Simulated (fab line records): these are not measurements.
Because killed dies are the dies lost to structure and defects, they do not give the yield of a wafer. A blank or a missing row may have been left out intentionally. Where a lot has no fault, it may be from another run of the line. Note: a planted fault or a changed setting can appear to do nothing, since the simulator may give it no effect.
Check of tool commonality | flow nand harc | Sampled: 14 lots, 42 wafers

THE REASON FOR OPENING IT
At NHARC_A_ONON_D1_THK_MEAS_08 the reading thk nm is flagged on 2 of 14 lots. Fault-free wafers read 998 nm, with a standard deviation of 10.
Rule: a lot gets a flag if all its wafers with a number sit over 4 standard deviations from that mean, or if no wafer of it has a number. All remaining lots are regarded as sound.

lot  | measured     | on            | thk nm (nm), wafer by wafer | flag
L660 | day 7 21:31  | film metro-01 | 996 994 993                 |
L661 | day 8 02:21  | film metro-01 | 1009 1008 1010              |
L664 | day 8 14:07  | film metro-02 | 1008 1006 1006              |
L665 | day 8 17:53  | film metro-02 | 998 997 997                 |
L666 | day 8 17:53  | film metro-01 | 1011 1011 1012              |
L667 | day 9 06:16  | film metro-01 | 996 996 995                 |
L669 | day 9 23:21  | film metro-01 | 1000 998 1001               |
L670 | day 10 06:46 | film metro-02 | 993 991 993                 |
L671 | day 10 06:46 | film metro-01 | 1021 1021 1022              |
L672 | day 10 19:35 | film metro-01 | 994 997 996                 |
L674 | day 10 19:36 | film metro-02 | 1005 1005 1004              |
L676 | day 11 15:01 | film metro-02 | 652 651 651                 | FLAGGED
L679 | day 12 09:10 | film metro-02 | 671 671 673                 | FLAGGED
L682 | day 13 02:01 | film metro-02 | 994 994 993                 |
The mean of the flagged lots' numbers is 662 nm, -336 nm from the usual (-34 standard deviations).

WHICH TOOL EACH LOT WENT THROUGH
The record holds 1 process step before the reading, out of a route of 1159 steps. Cell contents, in order: the tool; ch with the chambers the sampled wafers went through; the start.
lot  | flag    | NHARC_A_ONON_D1_DEP_06
L660 |         | pecvd onon-02 ch 0, day 7 21:04
L661 |         | pecvd onon-02 ch 0, day 8 01:53
L664 |         | pecvd onon-03 ch 0, day 8 13:40
L665 |         | pecvd onon-03 ch 0, day 8 17:29
L666 |         | pecvd onon-01 ch 0, day 8 17:26
L667 |         | pecvd onon-02 ch 0, day 9 05:47
L669 |         | pecvd onon-02 ch 0, day 9 22:50
L670 |         | pecvd onon-03 ch 0, day 10 06:22
L671 |         | pecvd onon-01 ch 0, day 10 06:19
L672 |         | pecvd onon-01 ch 0, day 10 19:05
L674 |         | pecvd onon-02 ch 0, day 10 19:08
L676 | FLAGGED | pecvd onon-03 ch 0, day 11 14:33
L679 | FLAGGED | pecvd onon-03 ch 0, day 12 08:43
L682 |         | pecvd onon-01 ch 0, day 13 01:37
These steps, and what they do:
- NHARC_A_ONON_D1_DEP_06: target thk 1000 nm.
- NHARC_A_ONON_D1_THK_MEAS_08: measures by ellipsometry.

FLAGGED AGAINST TOTAL, ONE TOOL AT A TIME (gauges that did the reading follow at the end)
step                        | tool          | lots run | flagged | share of the flagged lots | sound lots run after its first flagged lot
NHARC_A_ONON_D1_DEP_06      | pecvd onon-01 | 4        | 0       | none                      | -
NHARC_A_ONON_D1_DEP_06      | pecvd onon-02 | 5        | 0       | none                      | -
NHARC_A_ONON_D1_DEP_06      | pecvd onon-03 | 5        | 2       | all                       | 0
NHARC_A_ONON_D1_THK_MEAS_08 | film metro-01 | 7        | 0       | none                      | -
NHARC_A_ONON_D1_THK_MEAS_08 | film metro-02 | 7        | 2       | all                       | 1 (L682)

WHAT IS ALLOWED BY THE TABLE
Table rows that saw every flagged lot: 2, namely pecvd onon-03 at NHARC_A_ONON_D1_DEP_06 and film metro-02 at NHARC_A_ONON_D1_THK_MEAS_08.
- pecvd onon-03 at NHARC_A_ONON_D1_DEP_06: 2 of its 5 lots flagged. A fault beginning between L670 (day 10 06:22), its last sound lot, and L676 (day 11 14:33), its first flagged one, fits the data.
- film metro-02 at NHARC_A_ONON_D1_THK_MEAS_08: 2 of its 7 lots flagged. After the first flagged lot (L682), sound lots still ran on it; a lasting fault on the whole tool would not permit that.
Just one tool remains: pecvd onon-03 at NHARC_A_ONON_D1_DEP_06.

WHAT THE SIMULATOR PUT IN
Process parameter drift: pecvd onon-03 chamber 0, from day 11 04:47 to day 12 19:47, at NHARC_A_ONON_D1_DEP_06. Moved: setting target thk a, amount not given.
Lots struck among those shown: L676, L679. Same finding as the rule above.
